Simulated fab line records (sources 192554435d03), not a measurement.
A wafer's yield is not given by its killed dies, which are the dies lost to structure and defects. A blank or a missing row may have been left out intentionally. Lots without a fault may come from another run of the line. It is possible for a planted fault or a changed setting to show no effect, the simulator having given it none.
fab line records + flow n5Finfet + part 2 of 2: steps 5 to 6 of 6
record:
- lots: 24
- wafers: 72
- lastDay: 18
route steps=1938 shown BEOL_M2@854
lots with no fault: from the same line, run without faults
startH: start of the lot's first displayed wafer, in hours after the record's first day + waitH: hours from the lot's prior step to this one + " repeats the value in the row above + L1.1+2: a single row standing in for several wafers + - either no value or no given start + * or withheld: withheld + < > ~ a bound
route shown NAME@n: names a module that has steps shown in the file, with the first one's number in the route + usual: the fault-free wafers' mean and standard deviation + same: alike in all rows + chamber/n: place in a boat + sites: each site's reading + _std_site: how widely they spread, as a standard deviation + _edge_site: mean of outer sites minus mean of inner sites + radiusMm: how far each site lies from the wafer's centre + mask NAME#n: copy n + behind: the most recent tool/chamber to have shaped the wafer + hold: what put the lot on hold/how long, in hours/how the hold closed + device: the transistor (n, p or np) that didn't switch + end of line: tests run on the same wafers once the route is complete + step lacking rows: just its recipe + killed: dies that structure and defects cost at the first sort, which is not the same as the wafer's yield + map: the dies of a wafer, with x for killed, . for not killed, _ for no die there
set.NAME: the setting the step ran with; set.NAME@STEP: the setting that earlier step ran with + model.NAME: the simulator's own value behind a step, which no gauge read
the route's steps for a sample of lots (tables are steps, rows are wafers)
services: when a tool's chamber went out of use (startH, in hours from the record's first day, below 0 if earlier), for how many hours, and the reason
== steps ==
step: N5_BEOL_M2_TRENCH_ETCH_37
recipe:
- chemistry: C4F6/O2
- targetDepthA: 555.55
- target: SiOC
- timeS: 29.2
- ionEnergyEv: 250
- pressureMtorr: 30
- sourceW: 355
- biasW: 185
- Ar_flow_sccm: 300
- C4F6_flow_sccm: 10
- O2_flow_sccm: 10
usual:
- drypumpMotorCurrentA: 5.8/0.36
- oesProductAu: 0.77/0.092
- rfFwdPowerW: 349.6/1.8
- rfVppV: 676/12
- showerheadPlenumPTorr: 2.92/0.043
- throttleValvePct: 20.77/0.22
| lot.wafer | tool       | chamber | startH | waitH | drypumpMotorCurrentA | oesProductAu | rfFwdPowerW | rfHoursCounterH | rfVppV | showerheadPlenumPTorr | throttleValvePct |
|-----------|------------|---------|--------|-------|----------------------|--------------|-------------|-----------------|--------|-----------------------|------------------|
| L074.4    | rieDiel-05 | 0       | -      | -     | 5.6                  | 0.76         | 352.3       | 151             | 668    | 2.94                  | 20.71            |
| L074.5    | "          | 2       | "      | "     | 5.9                  | 0.73         | 348.9       | -               | 693    | 2.96                  | 20.73            |
| L074.6    | "          | 1       | "      | "     | 6.1                  | 0.69         | 348.7       | -               | 676    | 2.94                  | 20.93            |
| L075.2    | rieDiel-05 | 1       | -      | -     | 6.1                  | 0.70         | 348.6       | 187             | 675    | 2.94                  | 20.94            |
| L075.3    | "          | 0       | "      | "     | 5.5                  | 0.76         | 353.2       | 152             | 670    | 2.94                  | 20.71            |
| L075.4    | "          | 1       | "      | "     | 6.1                  | 0.70         | 349.7       | -               | 674    | 2.94                  | 20.93            |
| L076.2    | rieDiel-05 | 3       | -      | -     | 6.1                  | 0.71         | 354.3       | 192             | 658    | 2.94                  | 20.86            |
| L076.3    | "          | 1       | "      | "     | 6.1                  | 0.68         | 348.5       | 192             | 675    | 2.94                  | 20.94            |
| L076.6    | "          | 1       | "      | "     | 6.1                  | 0.68         | 349.4       | -               | 674    | 2.94                  | 20.94            |
| L077.1    | rieDiel-05 | 1       | -      | -     | 6.1                  | 0.68         | 349.7       | 194             | 675    | 2.94                  | 20.95            |
| L077.2    | "          | 3       | "      | "     | 6.1                  | 0.72         | 351.8       | 194             | 658    | 2.94                  | 20.86            |
| L077.4    | "          | 0       | "      | "     | 5.6                  | 0.77         | 353.3       | 159             | 667    | 2.94                  | 20.73            |
| L078.1    | rieDiel-05 | 3       | -      | -     | 6.1                  | 0.71         | 352.5       | 196             | 658    | 2.94                  | 20.86            |
| L078.2    | "          | 1       | "      | "     | 6.0                  | 0.68         | 350.1       | 197             | 675    | 2.94                  | 20.93            |
| L078.4    | "          | 0       | "      | "     | 5.6                  | 0.75         | 351.3       | 161             | 669    | 2.94                  | 20.70            |
| L079.1    | rieDiel-01 | 2       | -      | -     | 5.9                  | 0.68         | 345.6       | 242             | 682    | 2.91                  | 20.62            |
| L079.4    | "          | 2       | "      | "     | 5.9                  | 0.68         | 349.5       | -               | 682    | 2.91                  | 20.62            |
| L079.5    | "          | 3       | "      | "     | 5.7                  | 0.88         | 348.4       | -               | 673    | 2.90                  | 21.07            |
| L080.2    | rieDiel-01 | 0       | -      | -     | 5.5                  | 0.68         | 351.4       | 242             | 670    | 2.91                  | 20.86            |
| L080.4    | "          | 0       | "      | "     | 5.5                  | 0.68         | 349.7       | -               | 673    | 2.91                  | 20.86            |
| L080.5    | "          | 2       | "      | "     | 5.9                  | 0.68         | 347.8       | -               | 681    | 2.91                  | 20.64            |
| L081.3    | rieDiel-01 | 1       | -      | -     | 6.1                  | 0.76         | 349.8       | 136             | 696    | 2.95                  | 20.61            |
| L081.5    | "          | 0       | "      | "     | 5.5                  | 0.69         | 349.3       | -               | 670    | 2.91                  | 20.86            |
| L081.6    | "          | 3       | "      | "     | 5.8                  | 0.88         | 346.4       | -               | 673    | 2.90                  | 21.11            |
| L082.2    | rieDiel-01 | 3       | -      | -     | 5.7                  | 0.88         | 347.2       | 45              | 673    | 2.90                  | 21.11            |
| L082.3    | "          | 2       | "      | "     | 5.9                  | 0.68         | 348.1       | 248             | 682    | 2.90                  | 20.64            |
| L082.6    | "          | 2       | "      | "     | 5.9                  | 0.67         | 347.5       | -               | 682    | 2.90                  | 20.62            |
| L083.3    | rieDiel-04 | 2       | -      | -     | 5.0                  | 0.88         | 350.6       | 34              | 666    | 2.89                  | 20.88            |
| L083.4    | "          | 1       | "      | "     | 5.7                  | 0.77         | 351.3       | 136             | 657    | 2.85                  | 20.68            |
| L083.5    | "          | 1       | "      | "     | 5.7                  | 0.76         | 349.5       | -               | 657    | 2.85                  | 20.69            |
| L084.4    | rieDiel-05 | 3       | -      | -     | 6.1                  | 0.69         | 350.5       | 214             | 657    | 2.93                  | 20.88            |
| L084.5    | "          | 3       | "      | "     | 6.1                  | 0.69         | 352.9       | -               | 657    | 2.93                  | 20.87            |
| L084.6    | "          | 2       | "      | "     | 5.9                  | 0.70         | 348.5       | -               | 693    | 2.95                  | 20.74            |
| L086.1    | rieDiel-01 | 2       | -      | -     | 5.9                  | 0.99         | 349.2       | 3               | 682    | 2.90                  | 20.31            |
| L086.3    | "          | 0       | "      | "     | 5.5                  | 0.67         | 349.7       | 261             | 670    | 2.90                  | 20.90            |
| L086.5    | "          | 0       | "      | "     | 5.5                  | 0.67         | 350.4       | -               | 671    | 2.90                  | 20.88            |
| L085.3    | rieDiel-01 | 0       | -      | -     | 5.5                  | 0.66         | 351.8       | 264             | 672    | 2.90                  | 20.88            |
| L085.5    | "          | 2       | "      | "     | 5.8                  | 0.98         | 347.8       | -               | 681    | 2.90                  | 20.31            |
| L085.6    | "          | 1       | "      | "     | 6.1                  | 0.75         | 351.2       | -               | 696    | 2.94                  | 20.63            |
| L088.2    | rieDiel-05 | 1       | -      | -     | 6.0                  | 0.67         | 348.8       | 219             | 675    | 2.93                  | 20.97            |
| L088.3    | "          | 3       | "      | "     | 6.1                  | 0.69         | 352.0       | 218             | 658    | 2.93                  | 20.88            |
| L088.6    | "          | 2       | "      | "     | 5.9                  | 0.71         | 348.1       | -               | 694    | 2.95                  | 20.74            |
| L087.1    | rieDiel-01 | 3       | -      | -     | 5.8                  | 0.85         | 346.3       | 56              | 672    | 2.89                  | 21.11            |
| L087.3    | "          | 1       | "      | "     | 6.2                  | 0.75         | 347.1       | 158             | 697    | 2.94                  | 20.65            |
| L087.4    | "          | 2       | "      | "     | 5.8                  | 0.97         | 348.4       | -               | 682    | 2.90                  | 20.31            |
| L090.3    | rieDiel-01 | 1       | -      | -     | 6.0                  | 0.75         | 348.0       | 161             | 697    | 2.94                  | 20.64            |
| L090.4    | "          | 3       | "      | "     | 5.7                  | 0.85         | 347.2       | -               | 673    | 2.89                  | 21.13            |
| L090.5    | "          | 1       | "      | "     | 6.0                  | 0.74         | 349.5       | -               | 697    | 2.94                  | 20.64            |
| L091.1    | rieDiel-01 | 3       | -      | -     | 5.8                  | 0.86         | 348.4       | 59              | 673    | 2.89                  | 21.13            |
| L091.3    | "          | 1       | "      | "     | 6.1                  | 0.74         | 348.3       | 162             | 696    | 2.94                  | 20.66            |
| L091.6    | "          | 3       | "      | "     | 5.8                  | 0.86         | 347.5       | -               | 673    | 2.89                  | 21.13            |
| L089.1    | rieDiel-04 | 2       | -      | -     | 5.0                  | 0.87         | 349.7       | 42              | 665    | 2.89                  | 20.88            |
| L089.2    | "          | 3       | "      | "     | 4.9                  | 0.81         | 350.5       | 114             | 679    | 2.76                  | 21.01            |
| L089.4    | "          | 0       | "      | "     | 6.7                  | 0.83         | 351.4       | 78              | 671    | 2.98                  | 20.50            |
| L092.3    | rieDiel-04 | 0       | -      | -     | 6.7                  | 0.83         | 350.4       | 85              | 670    | 2.97                  | 20.49            |
| L092.4    | "          | 1       | "      | "     | 5.7                  | 0.75         | 349.9       | 149             | 656    | 2.85                  | 20.71            |
| L092.5    | "          | 1       | "      | "     | 5.7                  | 0.75         | 349.3       | -               | 657    | 2.85                  | 20.71            |
| L093.1    | rieDiel-01 | 0       | -      | -     | 5.5                  | 0.95         | 351.6       | 8               | 673    | 2.90                  | 20.55            |
| L093.4    | "          | 3       | "      | "     | 5.8                  | 0.84         | 347.7       | 68              | 673    | 2.89                  | 21.13            |
| L093.6    | "          | 3       | "      | "     | 5.8                  | 0.85         | 347.9       | -               | 672    | 2.89                  | 21.15            |
| L094.1    | rieDiel-01 | 1       | -      | -     | 6.0                  | 0.74         | 348.3       | 173             | 696    | 2.94                  | 20.68            |
| L094.5    | "          | 0       | "      | "     | 5.5                  | 0.93         | 349.9       | -               | 672    | 2.89                  | 20.53            |
| L094.6    | "          | 1       | "      | "     | 6.0                  | 0.74         | 349.7       | -               | 695    | 2.94                  | 20.67            |
| L095.3    | rieDiel-05 | 0       | -      | -     | 5.6                  | 0.72         | 351.0       | 201             | 667    | 2.92                  | 20.78            |
| L095.4    | "          | 1       | "      | "     | 6.1                  | 0.65         | 348.9       | 237             | 674    | 2.92                  | 20.98            |
| L095.5    | "          | 2       | "      | "     | 5.9                  | 0.69         | 350.8       | -               | 693    | 2.94                  | 20.78            |
| L096.1    | rieDiel-04 | 2       | -      | -     | 4.9                  | 0.84         | 349.3       | 56              | 666    | 2.88                  | 20.89            |
| L096.3    | "          | 1       | "      | "     | 5.6                  | 0.73         | 347.1       | 155             | 656    | 2.84                  | 20.72            |
| L096.6    | "          | 0       | "      | "     | 6.7                  | 0.81         | 351.7       | -               | 670    | 2.97                  | 20.53            |
| L097.1    | rieDiel-05 | 0       | -      | -     | 5.6                  | 0.72         | 352.9       | 204             | 666    | 2.92                  | 20.80            |
| L097.2    | "          | 2       | "      | "     | 5.9                  | 0.69         | 349.4       | 250             | 692    | 2.94                  | 20.77            |
| L097.4    | "          | 1       | "      | "     | 6.1                  | 0.66         | 350.2       | 241             | 674    | 2.92                  | 21.00            |
step: N5_BEOL_M2_STRIP_97
recipe:
- chemistry: N2/H2
- timeS: 10
- powerW: 450
- tempC: 40
- pressureMtorr: 20
- rfFrequencyHz: 6e+07
- biasPowerW: 7
- n2FlowSccm: 200
- h2FlowSccm: 200
usual:
- drypumpMotorCurrentA: 5.8/0.36
- oesProductAu: 0.77/0.09
- rfVppV: 59.4/0.79
- showerheadPlenumPTorr: 2.60/0.046
- throttleValvePct: 23.5/0.32
| lot.wafer | tool       | chamber | startH | waitH | drypumpMotorCurrentA | oesProductAu | rfHoursCounterH | rfVppV | showerheadPlenumPTorr | throttleValvePct |
|-----------|------------|---------|--------|-------|----------------------|--------------|-----------------|--------|-----------------------|------------------|
| L074.4    | rieDiel-05 | 0       | -      | -     | 5.6                  | 0.77         | 151             | 58.7   | 2.65                  | 23.5             |
| L074.5    | "          | 2       | "      | "     | 5.9                  | 0.74         | -               | 60.3   | 2.62                  | 23.1             |
| L074.6    | "          | 1       | "      | "     | 6.1                  | 0.70         | -               | 60.2   | 2.63                  | 23.6             |
| L075.2    | rieDiel-05 | 1       | -      | -     | 6.1                  | 0.69         | 187             | 59.7   | 2.63                  | 23.6             |
| L075.3    | "          | 0       | "      | "     | 5.6                  | 0.77         | 152             | 60.5   | 2.65                  | 23.5             |
| L075.4    | "          | 1       | "      | "     | 6.1                  | 0.70         | -               | 59.2   | 2.63                  | 23.6             |
| L076.2    | rieDiel-05 | 3       | -      | -     | 6.1                  | 0.71         | 192             | 59.6   | 2.64                  | 23.9             |
| L076.3    | "          | 1       | "      | "     | 6.1                  | 0.69         | 192             | 58.7   | 2.63                  | 23.6             |
| L076.6    | "          | 1       | "      | "     | 6.1                  | 0.69         | -               | 59.0   | 2.63                  | 23.6             |
| L077.1    | rieDiel-05 | 1       | -      | -     | 6.1                  | 0.69         | 194             | 58.7   | 2.63                  | 23.6             |
| L077.2    | "          | 3       | "      | "     | 6.1                  | 0.72         | 194             | 59.2   | 2.64                  | 23.9             |
| L077.4    | "          | 0       | "      | "     | 5.6                  | 0.76         | 159             | 58.9   | 2.65                  | 23.6             |
| L078.1    | rieDiel-05 | 3       | -      | -     | 6.1                  | 0.72         | 196             | 57.9   | 2.64                  | 23.9             |
| L078.2    | "          | 1       | "      | "     | 6.1                  | 0.69         | 197             | 58.3   | 2.63                  | 23.6             |
| L078.4    | "          | 0       | "      | "     | 5.6                  | 0.77         | 161             | 60.4   | 2.65                  | 23.6             |
| L079.1    | rieDiel-01 | 2       | -      | -     | 5.9                  | 0.69         | 242             | 58.6   | 2.61                  | 23.4             |
| L079.4    | "          | 2       | "      | "     | 5.9                  | 0.68         | -               | 59.3   | 2.61                  | 23.4             |
| L079.5    | "          | 3       | "      | "     | 5.7                  | 0.88         | -               | 58.9   | 2.58                  | 24.0             |
| L080.2    | rieDiel-01 | 0       | -      | -     | 5.6                  | 0.67         | 242             | 60.3   | 2.59                  | 23.3             |
| L080.4    | "          | 0       | "      | "     | 5.5                  | 0.67         | -               | 59.3   | 2.59                  | 23.3             |
| L080.5    | "          | 2       | "      | "     | 5.9                  | 0.69         | -               | 60.7   | 2.61                  | 23.4             |
| L081.3    | rieDiel-01 | 1       | -      | -     | 6.0                  | 0.76         | 136             | 59.5   | 2.66                  | 23.6             |
| L081.5    | "          | 0       | "      | "     | 5.5                  | 0.67         | -               | 60.0   | 2.59                  | 23.3             |
| L081.6    | "          | 3       | "      | "     | 5.8                  | 0.88         | -               | 59.6   | 2.58                  | 24.0             |
| L082.2    | rieDiel-01 | 3       | -      | -     | 5.7                  | 0.88         | 45              | 60.7   | 2.58                  | 24.0             |
| L082.3    | "          | 2       | "      | "     | 5.8                  | 0.68         | 248             | 60.0   | 2.61                  | 23.4             |
| L082.6    | "          | 2       | "      | "     | 5.8                  | 0.68         | -               | 59.2   | 2.61                  | 23.4             |
| L083.3    | rieDiel-04 | 2       | -      | -     | 5.0                  | 0.90         | 35              | 58.9   | 2.59                  | 23.9             |
| L083.4    | "          | 1       | "      | "     | 5.6                  | 0.76         | 136             | 59.1   | 2.53                  | 23.3             |
| L083.5    | "          | 1       | "      | "     | 5.7                  | 0.77         | -               | 58.6   | 2.53                  | 23.3             |
| L084.4    | rieDiel-05 | 3       | -      | -     | 6.1                  | 0.70         | 214             | 59.9   | 2.63                  | 23.9             |
| L084.5    | "          | 3       | "      | "     | 6.1                  | 0.70         | -               | 58.2   | 2.63                  | 23.9             |
| L084.6    | "          | 2       | "      | "     | 5.9                  | 0.71         | -               | 60.8   | 2.60                  | 23.1             |
| L086.1    | rieDiel-01 | 2       | -      | -     | 5.9                  | 1.00         | 3               | 57.4   | 2.60                  | 23.2             |
| L086.3    | "          | 0       | "      | "     | 5.5                  | 0.67         | 261             | 59.3   | 2.58                  | 23.3             |
| L086.5    | "          | 0       | "      | "     | 5.5                  | 0.67         | -               | 59.8   | 2.58                  | 23.3             |
| L085.3    | rieDiel-01 | 0       | -      | -     | 5.5                  | 0.66         | 264             | 58.8   | 2.58                  | 23.3             |
| L085.5    | "          | 2       | "      | "     | 5.8                  | 0.98         | -               | 57.4   | 2.60                  | 23.2             |
| L085.6    | "          | 1       | "      | "     | 6.1                  | 0.75         | -               | 58.2   | 2.65                  | 23.6             |
| L088.2    | rieDiel-05 | 1       | -      | -     | 6.1                  | 0.68         | 219             | 60.1   | 2.62                  | 23.6             |
| L088.3    | "          | 3       | "      | "     | 6.1                  | 0.70         | 218             | 59.1   | 2.63                  | 23.9             |
| L088.6    | "          | 2       | "      | "     | 5.9                  | 0.71         | -               | 60.2   | 2.60                  | 23.2             |
| L087.1    | rieDiel-01 | 3       | -      | -     | 5.8                  | 0.84         | 56              | 59.1   | 2.57                  | 24.0             |
| L087.3    | "          | 1       | "      | "     | 6.1                  | 0.76         | 159             | 60.2   | 2.65                  | 23.6             |
| L087.4    | "          | 2       | "      | "     | 5.8                  | 0.97         | -               | 59.4   | 2.60                  | 23.2             |
| L090.3    | rieDiel-01 | 1       | -      | -     | 6.1                  | 0.75         | 161             | 60.2   | 2.65                  | 23.7             |
| L090.4    | "          | 3       | "      | "     | 5.8                  | 0.85         | -               | 58.4   | 2.57                  | 24.0             |
| L090.5    | "          | 1       | "      | "     | 6.1                  | 0.75         | -               | 59.6   | 2.65                  | 23.6             |
| L091.1    | rieDiel-01 | 3       | -      | -     | 5.8                  | 0.85         | 59              | 59.8   | 2.57                  | 24.0             |
| L091.3    | "          | 1       | "      | "     | 6.1                  | 0.76         | 162             | 60.6   | 2.65                  | 23.6             |
| L091.6    | "          | 3       | "      | "     | 5.8                  | 0.85         | -               | 60.6   | 2.57                  | 24.0             |
| L089.1    | rieDiel-04 | 2       | -      | -     | 4.9                  | 0.88         | 42              | 59.5   | 2.58                  | 23.9             |
| L089.2    | "          | 3       | "      | "     | 4.9                  | 0.80         | 114             | 58.4   | 2.44                  | 23.8             |
| L089.4    | "          | 0       | "      | "     | 6.7                  | 0.83         | 79              | 59.0   | 2.66                  | 23.0             |
| L092.3    | rieDiel-04 | 0       | -      | -     | 6.7                  | 0.84         | 85              | 58.3   | 2.66                  | 23.1             |
| L092.4    | "          | 1       | "      | "     | 5.7                  | 0.75         | 149             | 59.4   | 2.52                  | 23.3             |
| L092.5    | "          | 1       | "      | "     | 5.7                  | 0.75         | -               | 59.4   | 2.52                  | 23.3             |
| L093.1    | rieDiel-01 | 0       | -      | -     | 5.5                  | 0.93         | 8               | 59.2   | 2.57                  | 23.0             |
| L093.4    | "          | 3       | "      | "     | 5.7                  | 0.84         | 69              | 58.0   | 2.57                  | 24.1             |
| L093.6    | "          | 3       | "      | "     | 5.8                  | 0.84         | -               | 61.0   | 2.57                  | 24.1             |
| L094.1    | rieDiel-01 | 1       | -      | -     | 6.1                  | 0.74         | 173             | 60.4   | 2.65                  | 23.7             |
| L094.5    | "          | 0       | "      | "     | 5.5                  | 0.93         | -               | 59.2   | 2.57                  | 23.0             |
| L094.6    | "          | 1       | "      | "     | 6.0                  | 0.74         | -               | 58.6   | 2.64                  | 23.7             |
| L095.3    | rieDiel-05 | 0       | -      | -     | 5.5                  | 0.73         | 201             | 59.0   | 2.63                  | 23.6             |
| L095.4    | "          | 1       | "      | "     | 6.1                  | 0.67         | 237             | 59.8   | 2.61                  | 23.6             |
| L095.5    | "          | 2       | "      | "     | 5.9                  | 0.70         | -               | 60.0   | 2.60                  | 23.2             |
| L096.1    | rieDiel-04 | 2       | -      | -     | 5.0                  | 0.86         | 56              | 59.9   | 2.58                  | 23.9             |
| L096.3    | "          | 1       | "      | "     | 5.6                  | 0.74         | 155             | 60.3   | 2.52                  | 23.3             |
| L096.6    | "          | 0       | "      | "     | 6.7                  | 0.82         | -               | 59.8   | 2.65                  | 23.1             |
| L097.1    | rieDiel-05 | 0       | -      | -     | 5.6                  | 0.73         | 204             | 60.0   | 2.63                  | 23.6             |
| L097.2    | "          | 2       | "      | "     | 5.9                  | 0.70         | 250             | 60.0   | 2.59                  | 23.2             |
| L097.4    | "          | 1       | "      | "     | 6.1                  | 0.66         | 241             | 58.5   | 2.61                  | 23.6             |
== services ==
| tool       | chamber | startH | hours | kind                        |
|------------|---------|--------|-------|-----------------------------|
| rieDiel-04 | -       | 119.05 | 14.6  | pm                          |
| rieDiel-01 | -       | 122.14 | 14.6  | pm                          |
| rieDiel-05 | 3       | 143.24 | 5.5   | repair                      |
| rieDiel-05 | -       | 156.81 | 0.4   | repair                      |
| rieDiel-04 | 1       | 158.29 | 13.6  | repair                      |
| aldSin-01  | -       | 168.65 | 6.0   | pm                          |
| rieDiel-01 | 1       | 172.75 | 9.3   | repair                      |
| aldSin-01  | -       | 177.39 | 14.0  | pm                          |
| aldSin-01  | 0       | 177.39 | 14.0  | ventCycle                   |
| aldSin-01  | 1       | 177.39 | 14.0  | ventCycle                   |
| aldSin-01  | 2       | 177.39 | 14.0  | ventCycle                   |
| rieDiel-05 | 2       | 195.63 | 4.7   | repair                      |
| rieDiel-01 | 2       | 202.29 | -     | clean                       |
| rieDiel-01 | 2       | 202.29 | -     | consumableReplace:focusRing |
| rieDiel-01 | 2       | 202.29 | 15.4  | scheduledDown               |
| rieDiel-01 | 2       | 202.29 | 15.4  | ventCycle                   |
| rieDiel-01 | 0       | 230.54 | -     | clean                       |
| rieDiel-01 | 0       | 230.54 | -     | consumableReplace:focusRing |
| rieDiel-04 | 1       | 265.53 | 7.1   | repair                      |
| aldSin-04  | -       | 274.44 | 0.8   | pm                          |
| aldSin-04  | 2       | 276.55 | 6.2   | repair                      |
| aldSin-02  | 3       | 277.54 | 2.8   | repair                      |
| aldSin-02  | 1       | 281.90 | 6.5   | repair                      |
| rieDiel-05 | -       | 290.29 | 1.3   | repair                      |
